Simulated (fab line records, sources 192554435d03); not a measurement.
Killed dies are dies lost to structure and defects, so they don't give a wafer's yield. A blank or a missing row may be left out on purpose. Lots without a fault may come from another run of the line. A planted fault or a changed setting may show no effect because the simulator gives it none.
Which tool did it? | flow n5_finfet | 12 lots, 36 wafers sampled, at 1 step of a route of 1938

WHAT THE GAUGES READ, wafer by wafer
N5_BEOL_M8_RS_MEAS_57: measures by four-point-probe.
lot  | measured     | on            | M8_RS (ohm/sq)
L076 | day 10 08:08 | film_metro-02 | 0.285 0.293 0.283
L078 | day 11 05:33 | film_metro-01 | 0.282 0.287 0.278
L083 | day 12 05:06 | film_metro-01 | 0.281 0.283 0.285
L081 | day 12 13:25 | film_metro-02 | 0.295 0.284 0.285
L084 | day 13 04:16 | film_metro-02 | 0.290 0.286 0.292
L087 | day 13 04:59 | film_metro-02 | 0.290 0.285 0.284
L086 | day 13 19:49 | film_metro-02 | 0.285 0.280 0.280
L090 | day 14 03:27 | film_metro-02 | 0.283 0.286 0.288
L091 | day 15 00:38 | film_metro-01 | 0.296 0.291 0.285
L093 | day 15 05:49 | film_metro-01 | 0.286 0.284 0.286
L094 | day 15 11:47 | film_metro-01 | 0.292 0.281 0.295
L097 | day 16 09:39 | film_metro-01 | 0.288 0.287 0.279

WHICH TOOL RAN EACH LOT (tool, then ch and the chambers of the sampled wafers, then the start)
The record holds no process step before these readings.

THE ANSWER, worked out from the rows above alone
Rule: what is usual is taken from the lots themselves. Put in order of their means at a reading, lots are off if they are a third of the lots or fewer, leave a main group of 4 or more, and stand apart from it by a gap of 3 or more times the standard deviation of the main group's means; of several such gaps the widest counts. A main group whose means are all the same, to the digits that the tables above print for the reading, isn't used. A lot without any number at a reading at which 4 lots or more have one is off too. The other lots that the step has rows for count as sound.
No lot is off at any reading shown: from this, nothing can be told.

WHAT THE SIMULATOR HAD PUT IN
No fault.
